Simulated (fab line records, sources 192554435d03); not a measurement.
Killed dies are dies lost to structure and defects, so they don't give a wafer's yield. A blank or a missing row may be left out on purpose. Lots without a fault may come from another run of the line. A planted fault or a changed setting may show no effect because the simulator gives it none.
Split-lot experiment | flow n5_finfet | 7 lots, 21 wafers read, on a route of 1938 steps

THE SPLIT
At N5_FIN_SAQP_SPACER1_ALD_24 (deposits SiO2, target thk 20.3 nm, pulse time 1 s, purge time 2 s), the setting temp_c was moved away from the recipe's 300 C on 7 of the 21 wafers read, by +1.5% to +3.8%. The other wafers ran this setting at the recipe's value.

The reading is taken at the split's own step.

THE READING
SiO2_of_FIN_SAQP_SPACER1_ALD_24.thk_nm (the simulator's own value, which no gauge read), in nm, at N5_FIN_SAQP_SPACER1_ALD_24 (deposits SiO2, target thk 20.3 nm, pulse time 1 s, purge time 2 s). The file gives no usual value for it. The 14 wafers here that ran the recipe average 20.4 nm, standard deviation 0.082 nm.

wafer  | tool, chamber at the split | temp_c as run, C | against the recipe | SiO2_of_FIN_SAQP_SPACER1_ALD_24.thk_nm, nm | against lot-mates on the recipe
L075.1 | ald_sin-01, 1,2            | 304.5            | +1.5%              | 20.2                                       | +0.0
L075.3 | ald_sin-01, 1,2            | 304.5            | +1.5%              | 20.2                                       | +0.0
L075.4 | ald_sin-01, 0              | 300              | recipe             | 20.2                                       | -
L080.2 | ald_sin-01, 1              | 300              | recipe             | 20.4                                       | -
L080.4 | ald_sin-01, 3              | 310.6            | +3.5%              | 19.8                                       | -0.5
L080.6 | ald_sin-01, 0              | 300              | recipe             | 20.2                                       | -
L088.1 | ald_sin-01, 2,3            | 311.5            | +3.8%              | 20                                         | -0.4
L088.3 | ald_sin-01, 2,3            | 311.5            | +3.8%              | 20                                         | -0.4
L088.4 | ald_sin-01, 1              | 300              | recipe             | 20.4                                       | -
L090.3 | ald_sin-01, 2              | 300              | recipe             | 20.4                                       | -
L090.4 | ald_sin-01, 1,3            | 311.5            | +3.8%              | 20                                         | -0.4
L090.6 | ald_sin-01, 1,3            | 311.5            | +3.8%              | 20                                         | -0.4
L091.3 | ald_sin-01, 1,2,1          | 300              | recipe             | 20.4                                       | -
L091.5 | ald_sin-01, 1,2,1          | 300              | recipe             | 20.4                                       | -
L091.6 | ald_sin-01, 1,2,1          | 300              | recipe             | 20.4                                       | -
L093.2 | ald_sin-04, 2,1            | 300              | recipe             | 20.4                                       | -
L093.6 | ald_sin-04, 2,1            | 300              | recipe             | 20.4                                       | -
L093.3 | ald_sin-04, 1              | 300              | recipe             | 20.2                                       | -
L095.2 | ald_sin-04, 1,0,2          | 300              | recipe             | 20.4                                       | -
L095.3 | ald_sin-04, 1,0,2          | 300              | recipe             | 20.4                                       | -
L095.5 | ald_sin-04, 1,0,2          | 300              | recipe             | 20.4                                       | -
Where a row lists several chambers, the file gives one row for several wafers and doesn't say which wafer went through which chamber.

THE FIT
A straight line over all 21 wafers: SiO2_of_FIN_SAQP_SPACER1_ALD_24.thk_nm changes by -0.104 nm for each +1% of temp_c; r = -0.90; the points scatter about the line by 0.085 nm.
The same after taking each lot's own level away (the mean of its wafers on the recipe; 21 wafers): -0.108 nm for each +1%; r = -0.92; scatter 0.076 nm.
On that fit, the largest move of temp_c shifts the reading by 0.41 nm.
The lots' own levels span 20.20 to 20.40 nm, that is 2.4 times the standard deviation above.
So the lot-to-lot level changes the slope little: the two slopes agree.
Check: with one of the wafers moved furthest among these (+3.8%) left out of the fit, the line predicts -0.401 nm for it against its lot-mates. It came out at -0.4 nm against them.

OTHER SPLITS ON THESE WAFERS
These wafers also went through other splits before the reading. Each is held against what the fit with the lots' levels taken away leaves over:
other split on the same wafers        | wafers away from the commonest value | r with SiO2_of_FIN_SAQP_SPACER1_ALD_24.thk_nm (lot level and that fit taken away)
N5_ZERO_LAYER_COAT_05 spin_rpm        | 8                                    | -0.52
N5_ZERO_LAYER_EXPOSE_08 dose_mj       | 9                                    | +0.01
N5_WELL_APT_PEB_06 peb_time_s         | 6                                    | +0.12
N5_WELL_APT_DEVELOP_07 develop_time_s | 7                                    | -0.10

THE FILE'S OWN FIT
SiO2_of_FIN_SAQP_SPACER1_ALD_24.thk_nm changes by -0.11 nm for each +1% of temp_c, r = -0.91.
